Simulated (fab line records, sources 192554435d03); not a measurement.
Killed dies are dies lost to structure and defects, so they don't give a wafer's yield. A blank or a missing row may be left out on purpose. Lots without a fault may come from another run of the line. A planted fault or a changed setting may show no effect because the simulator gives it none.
Split-lot experiment | flow n5_finfet | 7 lots, 21 wafers read, on a route of 1938 steps

THE SPLIT
At N5_BEOL_M0_ETCH_128 (etches SiCN in CF4/N2, target depth 12 nm, overetch 5.1 nm, time 21.4 s), the setting source_w was moved away from the recipe's 430 W on 5 of the 21 wafers read, by -13.7% to -6.4%. The other wafers ran this setting at the recipe's value.

The reading is taken at the split's own step.

THE READING
rf_vpp_V, in V, at N5_BEOL_M0_ETCH_128 (etches SiCN in CF4/N2, target depth 12 nm, overetch 5.1 nm, time 21.4 s). Fault-free wafers of this fab line usually give 382.7 V, standard deviation 1.4 V.

wafer  | tool, chamber at the split | source_w as run, W | against the recipe | rf_vpp_V, V | against lot-mates on the recipe
L079.1 | rie_diel-04, 2             | 430                | recipe             | 383.1       | -
L079.2 | rie_diel-04, 3             | 392.8              | -8.7%              | 395.4       | +12.3
L079.3 | rie_diel-04, 0             | 392.8              | -8.7%              | 392.4       | +9.3
L083.1 | rie_diel-05, 1             | 430                | recipe             | 380.6       | -
L083.3 | rie_diel-05, 2             | 430                | recipe             | 380.2       | -
L083.6 | rie_diel-05, 1             | 430                | recipe             | 381.0       | -
L085.1 | rie_diel-05, 2             | 430                | recipe             | 382.2       | -
L085.5 | rie_diel-05, 1             | 430                | recipe             | 381.7       | -
L085.6 | rie_diel-05, 0             | 430                | recipe             | 382.4       | -
L086.2 | rie_diel-02, 2             | 430                | recipe             | 382.0       | -
L086.4 | rie_diel-02, 0             | 430                | recipe             | 382.9       | -
L086.6 | rie_diel-02, 1             | 371.2              | -13.7%             | 401.8       | +19.4
L089.1 | rie_diel-05, 3             | 430                | recipe             | 384.4       | -
L089.3 | rie_diel-05, 0             | 430                | recipe             | 382.1       | -
L089.5 | rie_diel-05, 3             | 430                | recipe             | 384.2       | -
L093.1 | rie_diel-05, 3             | 402.4              | -6.4%              | 392.7       | +11.2
L093.4 | rie_diel-05, 1             | 430                | recipe             | 381.4       | -
L093.6 | rie_diel-05, 2             | 430                | recipe             | 381.7       | -
L096.1 | rie_diel-04, 2             | 430                | recipe             | 381.1       | -
L096.3 | rie_diel-04, 3             | 430                | recipe             | 382.7       | -
L096.5 | rie_diel-04, 3             | 372.7              | -13.3%             | 401.5       | +19.6

THE FIT
A straight line over all 21 wafers: rf_vpp_V changes by -1.44 V for each +1% of source_w; r = -0.98; the points scatter about the line by 1.2 V.
The same after taking each lot's own level away (the mean of its wafers on the recipe; 21 wafers): -1.41 V for each +1%; r = -0.99; scatter 1 V.
On that fit, the largest move of source_w shifts the reading by 19 V.
The lots' own levels span 380.60 to 383.57 V, that is 2.1 times the standard deviation above.
So the lot-to-lot level changes the slope little: the two slopes agree.
Check: with one of the wafers moved furthest among these (-13.7%) left out of the fit, the line predicts +19.3 V for it against its lot-mates. It came out at +19.4 V against them.
Tool readings at the split's step, against how far the setting was moved: rf_vpp_V r = -0.98.

OTHER SPLITS ON THESE WAFERS
These wafers also went through other splits before the reading. Each is held against what the fit with the lots' levels taken away leaves over:
other split on the same wafers  | wafers away from the commonest value | r with rf_vpp_V (lot level and that fit taken away)
N5_BEOL_M0_SAQP_PECVD_04 time_s | 6                                    | -0.45
N5_BEOL_M0_ETCH_138 source_w    | 9                                    | -0.24

THE FILE'S OWN FIT
rf_vpp_V changes by -1.43 V for each +1% of source_w, r = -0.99.
